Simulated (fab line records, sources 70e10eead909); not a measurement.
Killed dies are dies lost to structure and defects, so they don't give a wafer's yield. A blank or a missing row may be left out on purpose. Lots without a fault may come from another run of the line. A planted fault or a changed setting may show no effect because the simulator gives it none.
One fault seen from 2 desks | flow nand_harc | each desk has only its own numbers; what lay behind them comes last

THE DEFECT DESK
What the inspections along the route counted, lot by lot: means of the sampled wafers that have a number. A lot is out of limits, marked OUT, if its mean lies more than 4 standard deviations from the usual mean; the brackets give that distance.
Columns: A = raw_defect_count at NHARC_P_GATE_INSPECT_28, usual 5.8
lot  | first seen here | A
L838 | day 4 09:41     | 6.3
L839 | day 5 01:04     | 4.7
L841 | day 5 03:16     | 5.7
L840 | day 5 03:34     | 5.7
L842 | day 5 16:10     | 8.3
L843 | day 5 16:19     | 6.0
L844 | day 6 06:59     | 7.7
L845 | day 6 11:23     | 5.3
L846 | day 6 18:56     | 6.3
L848 | day 7 05:28     | 5.7
L852 | day 8 13:40     | 4.3
L853 | day 8 20:47     | 7.0
L857 | day 9 16:20     | 4.3
L861 | day 10 06:09    | 5.0
This desk's finding: nothing out of limits on any of the 14 lots.

THE METROLOGY DESK
What the gauges read, lot by lot, whatever tool the lot ran on: means of the sampled wafers that have a number. A lot is out of limits, marked OUT, if its mean lies more than 4 standard deviations from the usual mean; the brackets give that distance.
Columns: A = overlay_x_nm at NHARC_P_STI_OVL_MEAS_10, usual -1 nm; B = overlay_y_nm at NHARC_P_STI_OVL_MEAS_10, usual 0 nm; C = cd_nm at NHARC_P_GATE_CD_MEAS_26, usual 120.1 nm
lot  | first seen here | A   | B   | C
L838 | day 2 07:29     | -13 | -12 | 119.1
L839 | day 2 18:50     | 2   | -6  | 119.7
L840 | day 2 23:24     | -4  | 0   | 119.6
L841 | day 3 04:46     | 0   | 0   | 120.2
L842 | day 3 14:00     | 0   | -7  | 120.0
L843 | day 3 14:10     | 4   | -3  | 120.5
L844 | day 3 22:55     | 1   | 1   | 120.6
L845 | day 4 05:04     | -3  | 6   | 119.6
L846 | day 4 11:32     | -1  | 8   | 120.9
L848 | day 4 19:46     | 4   | -0  | 121.1
L852 | day 6 00:55     | 4   | 4   | 111.0 (-12) OUT
L853 | day 6 11:15     | -5  | 5   | 113.2 (-9.3) OUT
L857 | day 7 07:08     | -7  | 5   | 121.0
L861 | day 8 04:41     | -7  | -4  | 120.9
This desk's finding: out of limits on L852, L853; first on L852, day 8 13:33 (cd_nm at NHARC_P_GATE_CD_MEAS_26). In limits: L838, L839, L840, L841, L842, L843, L844, L845, L846, L848, L857, L861.

PUT TOGETHER
The metrology desk could have raised an alarm at day 8 13:33, on L852, L853.
The defect desk saw nothing out of limits.
The defect desk has L852, L853 on record, within its limits.
Of the lots named, all ran NHARC_P_GATE_EXPOSE_23 on arfi_scanner-03.

WHAT THE SIMULATOR HAD PUT IN
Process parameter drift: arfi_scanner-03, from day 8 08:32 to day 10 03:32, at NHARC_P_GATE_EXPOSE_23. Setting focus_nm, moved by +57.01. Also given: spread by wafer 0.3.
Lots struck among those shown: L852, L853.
Hours from the fault's start to each desk's first reading out of limits: the metrology desk, 5.
